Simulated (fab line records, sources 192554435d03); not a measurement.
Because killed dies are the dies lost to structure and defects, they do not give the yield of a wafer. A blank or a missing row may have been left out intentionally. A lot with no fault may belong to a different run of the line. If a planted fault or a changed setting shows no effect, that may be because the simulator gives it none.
fab line records	flow n5-finfet
[record] lots = 6	wafers = 17	last-day = 16
route steps=1938 shown FIN_SAQP@97 BEOL_M4@1111 PASSIVATION@1936
lots that met no fault: taken from a fault-free run of the same line
start-h: the number of hours between the record's first day and the start of the first shown wafer of the lot	wait-h: hours elapsed since this lot's preceding step	" as in the row above	L1.1+2: a row that stands for several wafers	- value missing, or start not given	* or withheld: withheld	< > ~ a bound
route shown NAME@n: names a module that has steps shown in the file, with the first one's number in the route	usual: mean and standard deviation over wafers with no fault	same: alike in all rows	chamber/n: place in a boat	sites: each site's reading	_std_site: their standard deviation	_edge_site: inner sites' mean taken away from outer sites' mean	radius-mm: how far each site lies from the wafer's centre	mask NAME#n: copy n	behind: the tool/chamber that last shaped the wafer	hold: why the lot went on hold/how many hours it stayed there/how the hold came to an end	device: the transistor (n, p or np) that didn't switch	end of line: tests run on the same wafers once the route is complete	a step given without rows: its recipe and nothing more	killed: dies lost to structure and defects at the first sort, not the wafer's yield	map: dies across one wafer; x = killed, . = not, _ = none there
set.NAME: the setting that was run; set.NAME@STEP: the one run at that earlier step	model.NAME: the simulator's own value behind a step, which no gauge read
lots at some steps of the route; a table a step, a row a wafer
services: a tool's chamber out of use, with start hour (start-h, from the record's first day; less than 0 if before it), hours out, and reason
[[steps]]
[step N5_FIN_SAQP_THK_MEAS_05]
[usual] thk-nm = 38.1/0.62
lot.wafer	tool	chamber	start-h	wait-h	thk-nm
L948.2	film-metro-01	-	45.17	0.1	37.7
L948.4	"	-	"	"	38.3
L948.5	"	-	"	"	38.2
L951.1	film-metro-01	-	62.89	0.1	37.7
L951.4	"	-	"	"	38.4
L951.6	"	-	"	"	37.9
L955.1	film-metro-01	-	88.12	0.1	38.5
L955.2	"	-	"	"	37.4
L955.5	"	-	"	"	38.6
L958.2	film-metro-01	-	105.28	0.1	37.2
L958.4	"	-	"	"	37.1
L958.6	"	-	"	"	36.9
L959.1	film-metro-02	-	111.58	0.1	38.2
L959.2	"	-	"	"	36.4
L962.1	film-metro-02	-	129.02	0.1	37.4
L962.3	"	-	"	"	38.2
L962.4	"	-	"	"	38.7
[step N5_FIN_SAQP_PECVD_47]
[recipe] material = a-Si	target-thk-a = 450	temp-c = 400	precursor = SiH4/He	pressure-torr = 3	rf-w = 100	time-s = 36.3
[usual] chamber-pressure-Torr = 3.000/0.0067	heater-power-w = 813/91	rf-fwd-power-W = 99.2/0.34	showerhead-plenum-p-Torr = 5.680/0.025	throttle-valve-pct = 18.3/0.85
lot.wafer	tool	chamber	start-h	wait-h	chamber-pressure-Torr	heater-power-w	rf-fwd-power-W	showerhead-plenum-p-Torr	throttle-valve-pct
L948.2	pecvd-03	1	45.20	0.0	2.996	588	99.0	5.653	18.4
L948.4	"	2	"	"	3.001	963	99.4	5.652	18.5
L948.5	"	1	"	"	3.001	599	99.6	5.659	18.4
L951.1	pecvd-04	1	62.93	0.0	2.991	823	99.2	5.640	19.4
L951.4	"	0	"	"	3.007	792	99.5	5.726	19.6
L951.6	"	1	"	"	2.991	817	99.3	5.652	19.2
L955.1	pecvd-03	0	88.16	0.0	2.994	791	99.5	5.658	17.6
L955.2	"	2	"	"	3.008	932	99.7	5.671	18.6
L955.5	"	0	"	"	3.004	813	99.5	5.668	17.7
L958.2	pecvd-01	0	105.31	0.0	3.005	884	99.5	5.708	18.6
L958.4	"	2	"	"	3.013	865	99.0	5.696	17.1
L958.6	"	1	"	"	2.997	944	99.2	5.671	18.5
L959.1	pecvd-01	0	111.61	0.0	3.008	954	99.0	5.732	19.2
L959.2	"	2	"	"	3.010	762	99.6	5.704	17.1
L962.1	pecvd-01	2	129.05	0.0	3.007	758	98.9	5.712	17.2
L962.3	"	1	"	"	2.998	881	98.8	5.654	18.6
L962.4	"	0	"	"	3.005	949	99.0	5.722	19.3
[step N5_FIN_SAQP_PECVD_48]
[recipe] material = SiNx	target-thk-a = 250	temp-c = 400	precursor = SiH4/NH3/N2	pressure-torr = 1.5	rf-w = 300	time-s = 22.1
[usual] chamber-pressure-Torr = 1.500/0.0031	heater-power-w = 748/98	rf-fwd-power-W = 297.3/1.1	showerhead-plenum-p-Torr = 5.16/0.033	throttle-valve-pct = 40.2/1.9
lot.wafer	tool	chamber	start-h	wait-h	chamber-pressure-Torr	heater-power-w	rf-fwd-power-W	showerhead-plenum-p-Torr	throttle-valve-pct
L948.2	pecvd-03	1	45.24	0.0	1.499	612	299.8	5.13	40.5
L948.4	"	2	"	"	1.498	906	298.3	5.13	40.5
L948.5	"	1	"	"	1.504	608	299.4	5.12	40.6
L951.1	pecvd-04	1	62.97	0.0	1.501	762	295.9	5.13	42.4
L951.4	"	0	"	"	1.500	716	297.8	5.19	43.0
L951.6	"	1	"	"	1.497	732	297.1	5.13	42.4
L955.1	pecvd-03	0	88.22	0.0	1.501	647	297.7	5.14	38.3
L955.2	"	2	"	"	1.504	890	297.0	5.13	40.7
L955.5	"	0	"	"	1.495	659	297.3	5.15	38.2
L958.2	pecvd-01	0	105.36	0.0	1.500	802	299.6	5.22	41.6
L958.4	"	2	"	"	1.502	758	297.9	5.20	37.1
L958.6	"	1	"	"	1.501	843	296.0	5.13	41.3
L959.1	pecvd-01	0	111.66	0.0	1.503	781	297.4	5.22	41.8
L959.2	"	2	"	"	1.506	753	297.1	5.20	37.1
L962.1	pecvd-01	2	129.09	0.0	1.499	767	299.0	5.20	37.3
L962.3	"	1	"	"	1.503	885	295.2	5.13	41.0
L962.4	"	0	"	"	1.496	849	298.5	5.21	41.9
[step N5_FIN_SAQP_PECVD_06]
[recipe] material = a-Si	target-thk-a = 600	temp-c = 400	precursor = SiH4/He	pressure-torr = 3	rf-w = 100	time-s = 48.1
[usual] chamber-pressure-Torr = 3.000/0.0073	heater-power-w = 810/99	rf-fwd-power-W = 99.3/0.34	showerhead-plenum-p-Torr = 5.680/0.025	throttle-valve-pct = 18.3/0.86
lot.wafer	tool	chamber	start-h	wait-h	chamber-pressure-Torr	heater-power-w	rf-fwd-power-W	showerhead-plenum-p-Torr	throttle-valve-pct
L948.2	pecvd-03	1	45.28	0.0	3.000	626	99.3	5.655	18.7
L948.4	"	2	"	"	2.991	866	99.3	5.679	18.6
L948.5	"	1	"	"	2.999	627	99.4	5.663	18.3
L951.1	pecvd-04	1	63.01	0.0	2.999	717	99.4	5.654	19.1
L951.4	"	0	"	"	3.011	753	99.2	5.711	19.5
L951.6	"	1	"	"	3.008	756	99.5	5.671	19.3
L955.1	pecvd-03	0	88.28	0.0	3.001	754	99.2	5.656	17.3
L955.2	"	2	"	"	3.001	941	99.6	5.655	18.3
L955.5	"	0	"	"	3.004	767	99.1	5.664	17.4
L958.2	pecvd-01	0	105.40	0.0	2.990	858	99.5	5.711	18.9
L958.4	"	2	"	"	2.988	864	99.4	5.709	17.2
L958.6	"	1	"	"	3.007	1040	99.4	5.661	18.8
L959.1	pecvd-01	0	111.70	0.0	2.996	950	99.5	5.712	19.0
L959.2	"	2	"	"	2.992	849	99.2	5.706	17.0
L962.1	pecvd-01	2	129.13	0.0	2.993	725	99.5	5.713	17.2
L962.3	"	1	"	"	2.994	916	98.9	5.671	18.8
L962.4	"	0	"	"	3.002	924	99.0	5.714	18.8
[step N5_FIN_SAQP_THK_MEAS_07]
[usual] thk-nm = 60.2/0.84
lot.wafer	tool	chamber	start-h	wait-h	thk-nm
L948.2	film-metro-02	-	45.37	0.1	59.6
L948.4	"	-	"	"	60.4
L948.5	"	-	"	"	61.3
L951.1	film-metro-01	-	63.10	0.1	58.6
L951.4	"	-	"	"	61.5
L951.6	"	-	"	"	60.7
L955.1	film-metro-02	-	88.40	0.1	60.3
L955.2	"	-	"	"	58.8
L955.5	"	-	"	"	61.6
L958.2	film-metro-02	-	105.49	0.1	60.0
L958.4	"	-	"	"	60.9
L958.6	"	-	"	"	60.0
L959.1	film-metro-02	-	111.78	0.1	59.6
L959.2	"	-	"	"	59.0
L962.1	film-metro-01	-	129.22	0.1	60.3
L962.3	"	-	"	"	59.2
L962.4	"	-	"	"	60.4
[step N5_FIN_SAQP_HM_DEP_72]
[recipe] material = SiO2	target-thk-a = 120	temp-c = 400	precursor = SiH4/N2O	pressure-torr = 0.75	rf-w = 275	time-s = 7.2
[usual] chamber-pressure-Torr = 0.7500/0.0017	heater-power-w = 758/110	rf-fwd-power-W = 272.9/0.9	showerhead-plenum-p-Torr = 8.19/0.069
lot.wafer	tool	chamber	start-h	wait-h	chamber-pressure-Torr	heater-power-w	rf-fwd-power-W	showerhead-plenum-p-Torr
L948.2	pecvd-04	2	45.41	0.0	0.7523	680	271.9	8.17
L948.4	"	2	"	"	0.7499	689	271.0	8.16
L948.5	"	0	"	"	0.7497	663	272.7	8.27
L951.1	pecvd-03	2	63.14	0.0	0.7499	845	272.6	8.15
L951.4	"	1	"	"	0.7509	579	272.6	8.12
L951.6	"	2	"	"	0.7488	849	272.9	8.11
L955.1	pecvd-01	2	88.44	0.0	0.7472	808	273.5	8.26
L955.2	"	0	"	"	0.7491	909	274.4	8.30
L955.5	"	2	"	"	0.7477	807	274.2	8.23
L958.2	pecvd-03	2	105.52	0.0	0.7504	875	273.4	8.14
L958.4	"	2	"	"	0.7497	875	272.3	8.14
L958.6	"	0	"	"	0.7504	634	274.3	8.14
L959.1	pecvd-04	2	111.82	0.0	0.7504	672	272.5	8.15
L959.2	"	0	"	"	0.7497	691	274.4	8.27
L962.1	pecvd-03	1	129.26	0.0	0.7463	524	272.2	8.14
L962.3	"	0	"	"	0.7507	771	272.6	8.13
L962.4	"	0	"	"	0.7467	744	274.1	8.14
[step N5_FIN_SAQP_COAT_49]
[recipe] resist = SOC	temp-c = 250	time-s = 60	spin-rpm = 1500	resist-thk-nm = 100
[step N5_FIN_SAQP_COAT_50]
[recipe] resist = SiARC	temp-c = 220	time-s = 60	spin-rpm = 1500	resist-thk-nm = 35
[step N5_FIN_SAQP_COAT_10]
[recipe] resist = CAR-ArF	spin-rpm = 1500	resist-thk-nm = 90
[step N5_FIN_SAQP_EBR_12]
[recipe] solvent = PGMEA	ebr-width-mm = 1.5
[step N5_FIN_SAQP_SOFTBAKE_11]
[recipe] temp-c = 110	time-s = 60	resist = CAR-ArF
[step N5_FIN_SAQP_EXPOSE_13]
[recipe] mask-id = FIN_CORE	na = 1.35	source-shape = dipole	sigma-inner = 0.538	sigma-outer = 0.738	polarization = te	target-cd-nm = 35.6	dose-mj = 63.25
[step N5_FIN_SAQP_PEB_14]
[recipe] peb-temp-c = withheld	peb-time-s = 60	resist = CAR-ArF
lot.wafer	tool	chamber	start-h	wait-h
L948.2+4+5	litho-track-01	0	45.79	0.0
L951.1+4+6	litho-track-04	0	63.52	0.1
L955.1+2+5	litho-track-05	0	88.84	0.1
L958.2+4+6	litho-track-04	0	105.90	0.0
L959.1+2	litho-track-04	0	112.20	0.1
L962.1+3+4	litho-track-01	0	129.64	0.1
[step N5_FIN_SAQP_DEVELOP_15]
[recipe] develop-time-s = 30	developer = TMAH	resist = CAR-ArF	dev-temp-c = 23	rinse-liquid = diw	dry = air-spin
[step N5_FIN_SAQP_CD_MEAS_16]
[recipe] target-cd-nm = 35.6	landing-energy-ev = 500	detector = se-inlens
[usual] cd-nm = 35.5/0.36
lot.wafer	tool	chamber	start-h	wait-h	cd-nm
L948.2	cd-sem-03	0	45.86	-	35.1
L948.4	"	0	"	"	36.0
L948.5	"	0	"	"	35.6
L951.1	cd-sem-01	0	63.58	-	35.2
L951.4	"	0	"	"	34.9
L951.6	"	0	"	"	34.9
L955.1	cd-sem-02	0	88.91	-	36.1
L955.2	"	0	"	"	36.0
L955.5	"	0	"	"	35.4
L958.2	cd-sem-03	0	105.97	-	31.7
L958.4	"	0	"	"	31.5
L958.6	"	0	"	"	35.3
L959.1	cd-sem-03	0	112.27	-	36.1
L959.2	"	0	"	"	31.9
L962.1	cd-sem-01	0	129.71	-	35.9
L962.3	"	0	"	"	35.6
L962.4	"	0	"	"	35.4
[step N5_FIN_SAQP_OVL_MEAS_17]
[recipe] points-per-wafer = 44
[usual] FIN_CORE_OVL = -0.3/0.87
lot.wafer	tool	chamber	start-h	wait-h	FIN_CORE_OVL[nm]
L948.2	overlay-02	0	45.90	0.0	-0.8
L948.4	"	0	"	"	-0.9
L948.5	"	0	"	"	-0.5
L951.1	overlay-01	0	63.62	0.0	1.5
L951.4	"	0	"	"	0.6
L951.6	"	0	"	"	0.3
L955.1	overlay-01	0	88.95	0.0	-0.5
L955.2	"	0	"	"	0.7
L955.5	"	0	"	"	-0.2
L958.2	overlay-01	0	106.01	0.0	0.3
L958.4	"	0	"	"	-0.2
L958.6	"	0	"	"	-1.0
L959.1	overlay-02	0	112.31	0.0	0.6
L959.2	"	0	"	"	0.1
L962.1	overlay-02	0	129.75	0.0	-1.0
L962.3	"	0	"	"	-1.1
L962.4	"	0	"	"	-0.5
[step N5_BEOL_M4_RC_MEAS_101]
[usual] DIBL_N = 36.8/2.2	DIBL_P = 37.0/2.8	IOFF_N = 0.18/0.043	IOFF_P = 0.23/0.05	ION_N = 680/14	ION_P = 466/9.1	SS_N = 71.7/0.74	SS_P = 73.5/0.79	VT_N = 248/4	VT_P = -249/4.1
lot.wafer	tool	chamber	start-h	wait-h	DIBL_N[mV/V]	DIBL_P[mV/V]	IOFF_N[nA/um]	IOFF_P[nA/um]	ION_N[uA/um]	ION_P[uA/um]	SS_N[mV/dec]	SS_P[mV/dec]	VT_N[mV]	VT_P[mV]
L948.2	prober-01	0	200.53	0.4	38.9	41.4	0.22	0.23	701	473	72.8	74.2	244	-252
L948.4	"	0	"	"	35.7	38.3	0.15	0.18	676	453	71.7	73.8	252	-258
L948.5	"	0	"	"	38.4	41.4	0.21	0.24	686	456	72.4	74.6	247	-253
L951.1	prober-02	0	203.33	0.0	37.4	36.4	0.17	0.24	682	468	72.3	73.7	250	-248
L951.4	"	0	"	"	37.2	36.4	0.16	0.23	680	468	71.4	73.6	247	-246
L951.6	"	0	"	"	34.5	33.6	0.12	0.18	671	466	71.1	72.3	253	-253
L955.1	prober-02	0	232.60	0.0	36.4	35.0	0.17	0.24	679	469	71.4	74.1	249	-243
L955.2	"	0	"	"	37.6	38.2	0.19	0.32	686	477	71.2	74.0	248	-241
L955.5	"	0	"	"	36.4	36.1	0.17	0.27	683	484	71.3	74.1	246	-242
L959.1	prober-01	0	253.26	0.0	31.9	30.1	0.09	0.16	634	451	70.6	73.1	260	-252
L959.2	"	0	"	"	35.7	34.7	0.15	0.23	674	467	71.0	73.3	250	-249
L958.2	prober-02	0	254.20	0.2	36.5	36.8	0.20	0.22	689	465	70.9	73.4	245	-252
L958.4	"	0	"	"	36.2	36.5	0.18	0.22	692	471	71.5	73.1	245	-249
L958.6	"	0	"	"	34.8	35.1	0.16	0.19	686	470	71.2	72.8	247	-251
L962.1	prober-02	0	284.65	0.0	37.2	37.6	0.20	0.25	696	467	71.5	73.6	247	-246
L962.3	"	0	"	"	32.5	31.7	0.10	0.16	656	455	69.9	72.0	255	-254
L962.4	"	0	"	"	34.2	33.8	0.13	0.18	664	459	70.6	72.0	249	-253
[step N5_PASSIVATION_PROBE_49]
[usual] defect-limited-yield = 91.4/1.5	killed_at_M0_to_M3 = 36/11	killed_at_M4_up = 14/6	killed-at-contacts = 11/6	killed-at-front-end = 37/11	killed-at-other = 4/3.4	killed-dies = 102/18	killed-open = 66/13	killed-short = 34/7.8	sort_bin_5_function = 5.0/0.97	sort_bin_6_memory = 3.2/0.7	sort_bin_8_speed = 0.0/0.38	sort-n-pass = 1078/19	sort-yield-pct = 91.3/1.6
[same] gross-dies = 1180	killed-at-back-side = 0	sort_bin_4_leakage[%] = 0
lot.wafer	tool	chamber	start-h	wait-h	defect-limited-yield[%]	killed_at_M0_to_M3	killed_at_M4_up	killed-at-contacts	killed-at-front-end	killed-at-other	killed-dies	killed-open	killed-short	sort_bin_5_function[%]	sort_bin_6_memory[%]	sort_bin_8_speed[%]	sort-n-pass	sort-yield-pct[%]
L948.2	prober-01	-	307.66	0.1	91.1	24	10	18	45	8	105	75	27	5.1	3.6	0	1075	91.1
L948.4	prober-01	-	307.76	0.2	89.7	30	14	14	55	9	122	89	30	6.4	3.5	0	1058	89.7
L948.5	prober-01	-	307.81	0.2	90.1	26	29	13	46	3	117	68	49	6.1	3.6	0	1063	90.1
L955.5	prober-02	-	343.49	0.2	93.0	23	9	14	34	3	83	56	26	4.0	2.8	0	1097	93.0
L959.2	prober-02	-	352.99	0.1	90.8	35	17	10	41	6	109	67	38	5.8	3.2	0	1071	90.8
L958.2	prober-02	-	359.26	0.5	92.9	34	12	10	27	1	84	47	36	3.8	2.7	0	1096	92.9
L958.4	prober-02	-	359.36	0.6	91.2	38	21	11	34	0	104	64	28	5.1	3.6	0	1076	91.2
L958.6	prober-02	-	359.46	0.7	89.7	46	22	12	40	2	122	81	38	5.7	4.1	0	1058	89.7
L962.1	prober-02	-	395.46	0.0	93.1	20	13	6	42	1	82	56	26	3.8	2.8	0	1098	93.1
L962.3	prober-02	-	395.56	0.1	89.9	31	14	15	57	2	119	82	37	5.5	4.2	0	1061	89.9
L962.4	prober-02	-	395.61	0.2	93.1	26	11	6	34	4	81	55	26	4.3	2.2	0	1099	93.1
// killed by level:class
L948.2 MOL_CONTACT_COAG:geometric-particle:open=13 FIN_SAQP:geometric-particle:open=11 STI_FIN_REVEAL:geometric-particle:open=11 BEOL_M2:geometric-particle:open=7 MOL_CONTACT_COAG:geometric-particle:short=4 BEOL_M0_SAQP:geometric-particle:short=4 BEOL_M3:geometric-particle:open=4 BEOL_M4:geometric-particle:open=4
L948.4 FIN_SAQP:geometric-particle:open=25 MOL_CONTACT_COAG:geometric-particle:open=12 BEOL_M3:geometric-particle:open=10 FIN_SAQP:geometric-particle:short=7 BEOL_M0_SAQP:geometric-particle:short=6 BEOL_M4:geometric-particle:open=6 BEOL_M2:geometric-particle:open=5 DUMMY_GATE:geometric-particle:open=4
L948.5 FIN_SAQP:geometric-particle:open=13 MOL_CONTACT_COAG:geometric-particle:open=11 BEOL_M4:geometric-particle:short=11 FIN_SAQP:geometric-particle:short=7 BEOL_M0_SAQP:geometric-particle:open=7 BEOL_M4:geometric-particle:open=6 DUMMY_GATE:geometric-particle:open=5 DUMMY_GATE:geometric-particle:short=4
L955.5 MOL_CONTACT_COAG:geometric-particle:open=12 FIN_SAQP:geometric-particle:open=11 BEOL_M0_SAQP:geometric-particle:short=8 STI_FIN_REVEAL:geometric-particle:open=6 BEOL_M0_SAQP:geometric-particle:open=6 DUMMY_GATE:geometric-particle:open=5 BEOL_M5:geometric-particle:open=4 BEOL_M1:geometric-particle:open=3
L959.2 BEOL_M0_SAQP:geometric-particle:short=11 STI_FIN_REVEAL:geometric-particle:open=10 MOL_CONTACT_COAG:geometric-particle:open=8 BEOL_M4:geometric-particle:open=8 BEOL_M0_SAQP:geometric-particle:open=7 BEOL_M3:geometric-particle:open=7 FIN_SAQP:geometric-particle:open=5 STI_FIN_REVEAL:geometric-particle:short=5
L958.2 BEOL_M0_SAQP:geometric-particle:open=9 BEOL_M2:geometric-particle:open=9 GATE_CUT:geometric-particle:short=8 BEOL_M0_SAQP:geometric-particle:short=7 MOL_CONTACT_COAG:geometric-particle:open=6 GATE_CUT:geometric-particle:open=5 FIN_SAQP:geometric-particle:short=4 MOL_CONTACT_COAG:geometric-particle:short=3
L958.4 BEOL_M0_SAQP:geometric-particle:open=11 FIN_SAQP:area-peb=11 BEOL_M0_SAQP:geometric-particle:short=10 MOL_CONTACT_COAG:geometric-particle:open=9 BEOL_M2:geometric-particle:open=7 BEOL_M4:geometric-particle:open=7 FIN_SAQP:geometric-particle:short=4 DUMMY_GATE:geometric-particle:open=4
L958.6 BEOL_M0_SAQP:geometric-particle:open=13 FIN_SAQP:geometric-particle:short=11 BEOL_M3:geometric-particle:open=10 MOL_CONTACT_COAG:geometric-particle:open=8 BEOL_M0_SAQP:geometric-particle:short=8 BEOL_M2:geometric-particle:open=7 BEOL_M5:geometric-particle:open=7 BEOL_M4:geometric-particle:open=6
L962.1 STI_FIN_REVEAL:geometric-particle:open=13 ILD0:geometric-particle:short=6 BEOL_M3:geometric-particle:open=6 DUMMY_GATE:geometric-particle:open=5 MOL_CONTACT_COAG:geometric-particle:open=4 BEOL_M2:geometric-particle:open=4 BEOL_M7:geometric-particle:open=4 FIN_SAQP:geometric-particle:short=3
L962.3 STI_FIN_REVEAL:geometric-particle:open=27 MOL_CONTACT_COAG:geometric-particle:open=10 BEOL_M0_SAQP:geometric-particle:short=8 BEOL_M5:geometric-particle:open=8 BEOL_M0_SAQP:geometric-particle:open=7 FIN_SAQP:geometric-particle:open=6 FIN_SAQP:geometric-particle:short=6 STI_FIN_REVEAL:geometric-particle:short=6
L962.4 BEOL_M3:geometric-particle:open=10 FIN_SAQP:geometric-particle:open=8 STI_FIN_REVEAL:geometric-particle:open=6 BEOL_M0_SAQP:geometric-particle:short=5 MOL_CONTACT_COAG:geometric-particle:open=4 DUMMY_GATE:geometric-particle:short=3 DUMMY_GATE:geometric-particle:open=3 SDB:geometric-particle:short=3
[[services]]
tool	chamber	start-h	hours	kind
pecvd-04	0	36.34	2.1	scheduled-down
pecvd-01	1	38.16	5.5	scheduled-down
pecvd-04	2	51.75	-	calibration
litho-track-05	-	62.69	-	consumable-replace:filter
pecvd-03	1	64.54	5.5	scheduled-down
pecvd-01	1	80.07	2.1	scheduled-down
pecvd-03	-	80.90	2.8	pm
pecvd-01	1	88.23	5.4	repair
litho-track-01	-	120.50	-	consumable-replace:filter
[[key]]
[first-sign] step = N5_FIN_SAQP_CD_MEAS_16	reading = cd-nm	direction = down	sigmas = 10	usual = 35.5	struck = 31.7
effect none on later readings
met-at N5_FIN_SAQP_PEB_14
struck-wafers L958.2,L958.4,L959.2
onset-between 63.52 105.90
[fault] kind = process-parameter-drift	tool = litho-track-04	chamber = -	onset-h = 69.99	steps = N5_FIN_SAQP_PEB_14	channel = peb-time-s	offset = *	shape = step	end-h = 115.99	scope = struck-wafers-only	acts-in = *	stated = *
